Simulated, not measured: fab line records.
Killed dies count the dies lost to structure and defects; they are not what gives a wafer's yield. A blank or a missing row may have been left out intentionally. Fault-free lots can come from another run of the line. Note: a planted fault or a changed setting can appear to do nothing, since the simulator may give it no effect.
Chamber matching ; flow n5_finfet ; 3 sister chambers for N5_BEOL_M5_CURE_80 on uv_cure-02
The step cures SiCOH lowk, time 120 s. 6 wafers are shown with their chamber, then 11 later ones without.

== WAFERS PAIRED WITH THEIR CHAMBERS ==
wafer;chamber;wafer_temp_C_max;lamp_power_pct (%)
L075.4;2;371.8;52.38
L075.6;2;371.0;52.28
L080.6;0;371.9;52.38
L082.4;1;372.8;52.29
L082.6;1;373.0;52.18
L085.2;0;371.6;52.38

== WAFERS WITHOUT THEIR CHAMBER ==
wafer;wafer_temp_C_max;lamp_power_pct (%)
L085.3;371.9;52.39
L085.4;371.2;52.30
L089.2;371.5;52.29
L089.3;371.5;52.33
L089.6;371.7;52.27
L093.1;371.4;52.34
L093.4;371.3;52.25
L093.6;371.5;52.39
L093.2;371.4;52.27
L093.3;371.4;52.32
L093.5;371.5;52.33

== THE CHAMBER EACH PASSED THROUGH ==
wafer;from the rows above;in truth
L085.3;can't be placed: 0 or 2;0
L085.4;can't be placed: 2 or 0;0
L089.2;can't be placed: 2 or 0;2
L089.3;can't be placed: 2 or 0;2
L089.6;can't be placed: 2 or 0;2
L093.1;can't be placed: 2 or 0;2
L093.4;can't be placed: 2 or 0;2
L093.6;can't be placed: 0 or 2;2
L093.2;can't be placed: 2 or 0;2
L093.3;can't be placed: 2 or 0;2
L093.5;can't be placed: 2 or 0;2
Correct placement for 0 of the 11. Not placeable from these rows: 11 (in 11, the candidates include the true chamber). Placed wrongly: 0.
How it was worked out, from the rows above alone: a wafer's distance from a chamber is the root of the sum, over the readings, of the square of ((its reading less the chamber's mean) divided by the reading's scatter). If the next closest chamber is less than 2 further off than the closest, the wafer can't be placed; otherwise it belongs to the closest. The mean given for a chamber averages the wafers shown for that chamber. The scatter is the square root of a quotient: the sum, over the shown wafers, of each reading's squared deviation from its chamber's mean, divided by wafers minus chambers.
